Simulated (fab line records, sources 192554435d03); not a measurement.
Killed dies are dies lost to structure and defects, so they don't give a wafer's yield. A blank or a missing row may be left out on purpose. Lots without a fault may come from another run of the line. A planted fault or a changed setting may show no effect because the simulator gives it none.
fab line records | flow n5_finfet
record lots=6 wafers=18 last_day=16
route steps=1938 shown START@1 ZERO_LAYER@2
lots that met no fault: from a run of the same line without faults
start_h: hours from the record's first day to the start of the lot's first wafer shown | wait_h: hours since the lot's step before | " the same as in the row above | L1.1+2: a row that stands for several wafers | - no value, or no start given | * or withheld: withheld | < > ~ a bound
route shown NAME@n: a module of which the file shows steps, and the number in the route of the first | usual: mean/standard deviation of fault-free wafers | same: alike in all rows | chamber/n: place in a boat | sites: the reading at each site | _std_site: their standard deviation | _edge_site: outer sites' mean less inner sites' | radius_mm: how far each site lies from the wafer's centre | mask NAME#n: copy n | behind: the tool/chamber that last shaped the wafer | hold: why the lot was held/for how many hours/how that ended | device: the transistor (n, p or np) that didn't switch | end of line: the same wafers' tests at the end of the route | a step without rows: its recipe alone | killed: dies lost to structure and defects at the first sort, not the wafer's yield | map: a wafer's dies, x killed, . not, _ none there
set.NAME: the setting as run; set.NAME@STEP: as run at that earlier step | model.NAME: the simulator's own value behind a step, which no gauge read
lots at some steps of the route; a table a step, a row a wafer
services: from which hour (start_h, from the record's first day; less than 0 if before it) a tool's chamber was out of use, for how many hours, and why
## steps
# step N5_START_INSPECT_01
# recipe inspect_instrument=unpatterned_scan mode=incoming
# usual raw_defect_count=5.9/2.4
# columns lot.wafer tool chamber start_h wait_h raw_defect_count
L525.1 defect_inspect-01 - 18.03 - 6
L525.2 " - " " 6
L525.5 " - " " 5
L527.1 defect_inspect-01 - 30.03 - 5
L527.3 " - " " 8
L527.4 " - " " 7
L529.2 defect_inspect-02 - 42.03 - 9
L529.4 " - " " 5
L529.6 " - " " 6
L531.1 defect_inspect-01 - 54.03 - 3
L531.3 " - " " 3
L531.4 " - " " 5
L532.4 defect_inspect-02 - 60.04 - 7
L532.5 " - " " 5
L532.6 " - " " 6
L541.3 defect_inspect-02 - 114.03 - 7
L541.4 " - " " 8
L541.5 " - " " 8
# step N5_ZERO_LAYER_PRECLEAN_00
# recipe chemistry=SPM time_s=600 temp_c=120 mix=4:1
# step N5_ZERO_LAYER_SRD_01
# recipe time_s=30 temp_c=23 rinse_liquid=diw dry=n2_spin spin_rpm=1500 dry_time_s=30
# step N5_ZERO_LAYER_PECVD_02
# recipe material=SiO2 target_thk_a=100 temp_c=400 precursor=SiH4/N2O pressure_torr=0.75 rf_w=275 time_s=6
# usual heater_power_w=817/110 showerhead_plenum_p_Torr=8.08/0.076
# columns lot.wafer tool chamber start_h wait_h heater_power_w showerhead_plenum_p_Torr
L525.1 pecvd-04 1 18.28 0.0 1034 8.07
L525.2 " 0 " " 838 7.97
L525.5 " 2 " " 898 8.16
L527.1 pecvd-03 0 30.28 0.0 869 8.10
L527.3 " 1 " " 848 8.01
L527.4 " 2 " " 611 8.12
L529.2 pecvd-04 1 42.28 0.0 907 8.08
L529.4 " 0 " " 753 7.98
L529.6 " 2 " " 983 8.19
L531.1 pecvd-01 1 54.28 0.0 747 8.02
L531.3 " 0 " " 774 8.00
L531.4 " 0 " " 756 8.00
L532.4 pecvd-03 0 60.31 0.1 845 8.10
L532.5 " 2 " " 681 8.13
L532.6 " 1 " " 974 8.01
L541.3 pecvd-01 2 114.28 0.0 847 8.25
L541.4 " 1 " " 841 8.02
L541.5 " 2 " " 871 8.24
# step N5_ZERO_LAYER_HMDS_04
# recipe time_s=60 temp_c=120
# step N5_ZERO_LAYER_COAT_05
# recipe spin_rpm=1500 resist_thk_nm=1000
# step N5_ZERO_LAYER_EBR_07
# recipe solvent=PGMEA ebr_width_mm=1.5
# step N5_ZERO_LAYER_SOFTBAKE_06
# recipe temp_c=100 time_s=90
# step N5_ZERO_LAYER_EXPOSE_08
# recipe mask_id=ZERO na=0.55 source_shape=conventional sigma_outer=0.8 polarization=unpolarized defocus_nm=0 target_cd_nm=2000 dose_mj=16.2
# step N5_ZERO_LAYER_PEB_09
# recipe peb_temp_c=withheld peb_time_s=*
# columns lot.wafer tool chamber start_h wait_h
L525.1+2+5 litho_track-01 0 18.52 0.1
L527.1+3+4 litho_track-01 0 30.65 0.1
L529.2+4+6 litho_track-01 0 42.52 0.0
L531.1+3+4 litho_track-04 0 54.65 0.1
L532.4+5+6 litho_track-04 0 60.65 0.0
L541.3+4+5 litho_track-04 0 114.67 0.0
# step N5_ZERO_LAYER_DEVELOP_10
# recipe develop_time_s=60 rinse_liquid=diw dry=air_spin dev_temp_c=21
# step N5_ZERO_LAYER_HARDBAKE_23
# recipe temp_c=130 time_s=120
# step N5_ZERO_LAYER_CD_MEAS_11
# recipe target_cd_nm=2000 landing_energy_ev=500 detector=se_inlens
# usual cd_nm=1999.6/1.9
# columns lot.wafer tool chamber start_h wait_h cd_nm
L525.1 cd_sem-02 0 18.64 - 2000.5
L525.2 " 0 " " 2000.6
L525.5 " 0 " " 2003.6
L527.1 cd_sem-03 0 30.77 - 1986.9
L527.3 " 0 " " 1983.0
L527.4 " 0 " " 1983.0
L529.2 cd_sem-02 0 42.64 - 1989.5
L529.4 " 0 " " 1985.5
L529.6 " 0 " " 1983.4
L531.1 cd_sem-02 0 54.77 - 2001.4
L531.3 " 0 " " 1998.7
L531.4 " 0 " " 2000.0
L532.4 cd_sem-02 0 60.78 - 1998.5
L532.5 " 0 " " 2001.6
L532.6 " 0 " " 1999.4
L541.3 cd_sem-03 0 114.79 - 1998.3
L541.4 " 0 " " 1999.1
L541.5 " 0 " " 1997.7
# step N5_ZERO_LAYER_DESCUM_16
# recipe chemistry=O2 time_s=7.9 source_power_w=50 bias_power_w=20 pressure_mtorr=20 rf_frequency_hz=2.712e+07 temp_c=40 o2_flow_sccm=225
# usual drypump_motor_current_A=5.6/0.46 o2_flow_sccm=225.1/0.59 oes_product_au=0.74/0.041 rf_vpp_V=243.1/1.4 showerhead_plenum_p_Torr=2.10/0.07 throttle_valve_pct=20.58/0.24
# columns lot.wafer tool chamber start_h wait_h drypump_motor_current_A o2_flow_sccm oes_product_au rf_hours_counter_h rf_vpp_V showerhead_plenum_p_Torr throttle_valve_pct model.ZERO_LAYER.cd_nm
L525.1 rie_diel-04 0 18.68 0.0 4.7 225.3 0.73 144 242.1 2.02 20.62 2001
L525.2 " 1 " " 6.1 224.6 0.71 210 241.9 2.07 20.52 2001
L525.5 " 0 " " 4.7 224.2 0.73 - 242.2 2.02 20.63 2004
L527.1 rie_diel-03 1 30.81 0.0 5.7 224.9 0.77 143 243.0 2.11 20.67 1987
L527.3 " 0 " " 5.6 224.9 0.77 98 245.7 2.20 20.66 1983
L527.4 " 1 " " 5.7 225.6 0.78 - 243.9 2.11 20.67 1983
L529.2 rie_diel-03 0 42.68 0.0 5.7 224.6 0.77 102 244.4 2.20 20.62 1990
L529.4 " 3 " " 5.3 225.9 0.79 131 245.5 2.20 20.62 1985
L529.6 " 3 " " 5.3 225.5 0.79 - 245.3 2.20 20.60 1984
L531.1 rie_diel-04 3 55.10 0.3 5.9 224.8 0.74 191 244.4 2.09 20.93 2001
L531.3 " 1 " " 6.1 224.1 0.71 221 243.3 2.06 20.54 1999
L531.4 " 2 " " 5.7 224.3 0.77 136 244.4 2.19 20.13 2000
L532.4 rie_diel-04 2 60.93 0.2 5.7 225.2 0.75 138 243.4 2.19 20.11 1998
L532.5 " 1 " " 6.1 224.7 0.71 - 243.0 2.06 20.53 2001
L532.6 " 0 " " 4.7 226.6 0.71 - 241.4 2.02 20.63 2000
L541.3 rie_diel-03 3 114.98 0.2 5.2 225.1 0.77 157 243.4 2.19 20.66 1998
L541.4 " 0 " " 5.7 224.5 0.75 130 246.4 2.19 20.70 1999
L541.5 " 1 " " 5.8 225.4 0.76 - 242.4 2.11 20.68 1998
# step N5_ZERO_LAYER_ETCH_17
# recipe chemistry=CF4 target=SiO2 target_depth_a=120 time_s=13.3 ion_energy_ev=350 pressure_mtorr=40 source_w=450 bias_w=215 Ar_flow_sccm=100 cf4_flow_sccm=100
# usual drypump_motor_current_A=5.6/0.45 oes_product_au=0.74/0.04 rf_vpp_V=949/4.3 showerhead_plenum_p_Torr=2.15/0.066 throttle_valve_pct=15.77/0.24
# columns lot.wafer tool chamber start_h wait_h drypump_motor_current_A oes_product_au rf_hours_counter_h rf_vpp_V showerhead_plenum_p_Torr throttle_valve_pct
L525.1 rie_diel-04 0 18.71 0.0 4.7 0.75 144 944 2.05 15.67
L525.2 " 1 " " 6.1 0.71 210 948 2.14 15.87
L525.5 " 0 " " 4.7 0.74 - 942 2.05 15.66
L527.1 rie_diel-03 1 30.84 0.0 5.7 0.77 143 949 2.16 15.76
L527.3 " 0 " " 5.7 0.77 98 956 2.24 15.77
L527.4 " 1 " " 5.8 0.77 - 949 2.16 15.75
L529.2 rie_diel-03 0 42.72 0.0 5.7 0.76 102 956 2.24 15.78
L529.4 " 3 " " 5.2 0.79 131 954 2.24 15.86
L529.6 " 3 " " 5.2 0.79 - 956 2.24 15.83
L531.1 rie_diel-04 3 55.14 0.0 5.9 0.74 191 948 2.14 16.11
L531.3 " 1 " " 6.1 0.72 221 948 2.14 15.90
L531.4 " 2 " " 5.7 0.75 136 953 2.22 15.27
L532.4 rie_diel-04 2 60.97 0.0 5.8 0.74 138 955 2.22 15.29
L532.5 " 1 " " 6.1 0.71 - 946 2.13 15.91
L532.6 " 0 " " 4.7 0.73 - 944 2.05 15.69
L541.3 rie_diel-03 3 115.01 0.0 5.2 0.77 157 955 2.23 15.90
L541.4 " 0 " " 5.7 0.74 130 956 2.23 15.84
L541.5 " 1 " " 5.7 0.76 - 949 2.15 15.77
# step N5_ZERO_LAYER_ETCH_18
# recipe chemistry=HBr/Cl2 target=Si target_depth_a=1200 time_s=40 pressure_mtorr=10 icp_w=800 bias_w=75 HBr_flow_sccm=150 Cl2_flow_sccm=80
# usual drypump_motor_current_A=5.8/0.54 oes_product_au=0.997/0.015 throttle_valve_pct=36.4/0.3
# columns lot.wafer tool chamber start_h wait_h drypump_motor_current_A oes_product_au rf_hours_counter_h throttle_valve_pct model.ZERO_LAYER.cd_nm
L525.1 rie_si-02 3 18.79 0.0 5.7 0.976 54 36.6 2001
L525.2 " 1 " " 6.3 0.994 32 36.3 2001
L525.5 " 1 " " 6.3 0.996 - 36.3 2004
L527.1 rie_si-02 1 30.91 0.0 6.3 1.000 32 36.3 1987
L527.3 " 0 " " 5.1 1.008 26 36.6 1983
L527.4 " 1 " " 6.3 0.988 - 36.3 1983
L529.2 rie_si-04 2 42.79 0.0 5.1 1.014 187 36.0 1989
L529.4 " 0 " " 6.6 1.007 7 36.0 1985
L529.6 " 0 " " 6.7 1.008 - 36.0 1984
L531.1 rie_si-02 3 55.21 0.0 5.7 0.988 55 36.6 2001
L531.3 " 2 " " 6.1 1.024 0 36.3 1999
L531.4 " 1 " " 6.3 1.002 - 36.3 2000
L532.4 rie_si-04 3 61.04 0.0 5.2 1.000 103 36.3 1998
L532.5 " 2 " " 5.1 1.017 - 36.0 2001
L532.6 " 1 " " 6.0 0.987 - 36.8 2000
L541.3 rie_si-04 3 115.09 0.0 5.2 0.997 104 36.3 1998
L541.4 " 2 " " 5.1 1.020 188 36.0 1999
L541.5 " 2 " " 5.1 1.021 - 36.0 1998
# step N5_ZERO_LAYER_STRIP_24
# recipe chemistry=O2 power_w=1000 temp_c=250 overash_fraction=0.3 pressure_mtorr=1000 o2_flow_sccm=6750
# usual drypump_motor_current_A=5.5/0.37 heater_power_w=305/11 o2_flow_sccm=6751/21 oes_product_au=0.647/0.0041 strip_time_to_endpoint_s=43.82/0.11
# columns lot.wafer tool chamber start_h wait_h drypump_motor_current_A heater_power_w o2_flow_sccm oes_product_au rf_hours_counter_h strip_time_to_endpoint_s
L525.1 plasma_asher-02 0 18.89 0.1 5.8 325 6765 0.647 73 43.83
L525.2 " 1 " " 5.8 306 6766 0.642 73 43.73
L525.5 " 1 " " 5.8 291 6706 0.653 - 43.87
L527.1 plasma_asher-02 1 31.02 0.1 5.9 305 6740 0.643 75 43.76
L527.3 " 0 " " 5.8 307 6747 0.648 - 43.85
L527.4 " 1 " " 5.9 298 6721 0.646 - 43.76
L529.2 plasma_asher-01 1 42.89 0.1 5.3 307 6790 0.643 29 43.87
L529.4 " 0 " " 5.0 297 6746 0.647 - 43.84
L529.6 " 1 " " 5.3 301 6764 0.647 - 43.86
L531.1 plasma_asher-01 1 55.31 0.1 5.2 303 6735 0.647 32 43.80
L531.3 " 1 " " 5.3 298 6745 0.648 - 43.79
L531.4 " 0 " " 5.0 288 6745 0.652 - 43.85
L532.4 plasma_asher-02 1 61.17 0.1 5.8 302 6754 0.649 - 43.70
L532.5 " 0 " " 5.8 321 6785 0.648 - 43.82
L532.6 " 1 " " 5.9 307 6762 0.642 - 43.71
L541.3 plasma_asher-01 1 115.23 0.1 5.3 305 6739 0.647 - 43.77
L541.4 " 0 " " 4.9 287 6770 0.660 - 43.92
L541.5 " 0 " " 4.9 286 6762 0.651 - 43.90
## services
# columns tool chamber start_h hours kind
pecvd-01 - -5.33 14.6 pm
plasma_asher-02 - 1.45 5.3 repair
rie_diel-04 0 1.82 6.5 repair
rie_si-02 2 24.01 - clean
rie_si-02 2 24.01 - consumable_replace:focus_ring
rie_si-02 2 24.01 17.2 scheduled_down
rie_si-02 2 24.01 17.2 vent_cycle
rie_diel-03 3 30.37 10.2 repair
pecvd-01 - 33.19 1.0 repair
pecvd-03 0 37.29 2.1 scheduled_down
rie_si-04 - 43.21 0.7 repair
pecvd-04 1 45.98 5.5 scheduled_down
rie_si-02 0 53.61 35.2 repair
plasma_asher-02 - 55.18 1.2 repair
pecvd-04 - 58.87 0.2 repair
rie_diel-03 1 64.09 32.7 repair
plasma_asher-02 - 76.57 4.5 repair
pecvd-01 1 87.10 7.3 repair
rie_si-04 - 90.30 0.1 repair
pecvd-03 1 99.02 4.0 repair
rie_diel-04 1 100.49 1.5 repair
rie_si-02 - 109.18 0.2 repair
rie_diel-04 3 109.90 12.2 repair
plasma_asher-02 - 110.53 14.6 pm
## key
first_sign step=N5_ZERO_LAYER_CD_MEAS_11 reading=cd_nm direction=down sigmas=7.5 usual=1999.6 struck=1985.2
effect none on later readings
model_effect step=N5_ZERO_LAYER_DESCUM_16 value=ZERO_LAYER.cd_nm without=2000 struck=1985
model_effect step=N5_ZERO_LAYER_ETCH_18 value=ZERO_LAYER.cd_nm without=2000 struck=1986
met_at N5_ZERO_LAYER_PEB_09
struck_wafers L527.1,L527.3,L527.4,L529.2,L529.4,L529.6
rows_end L527.1,L527.3,L527.4,L529.2,L529.4,L529.6
onset_between 18.52 30.65
fault kind=process_parameter_drift tool=litho_track-01 chamber=- onset_h=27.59 steps=N5_ZERO_LAYER_PEB_09 channel=peb_time_s offset=* shape=step acts_in=* stated=*
# rows_end: these wafers met a further fault down the route, and their rows from its step on are left out
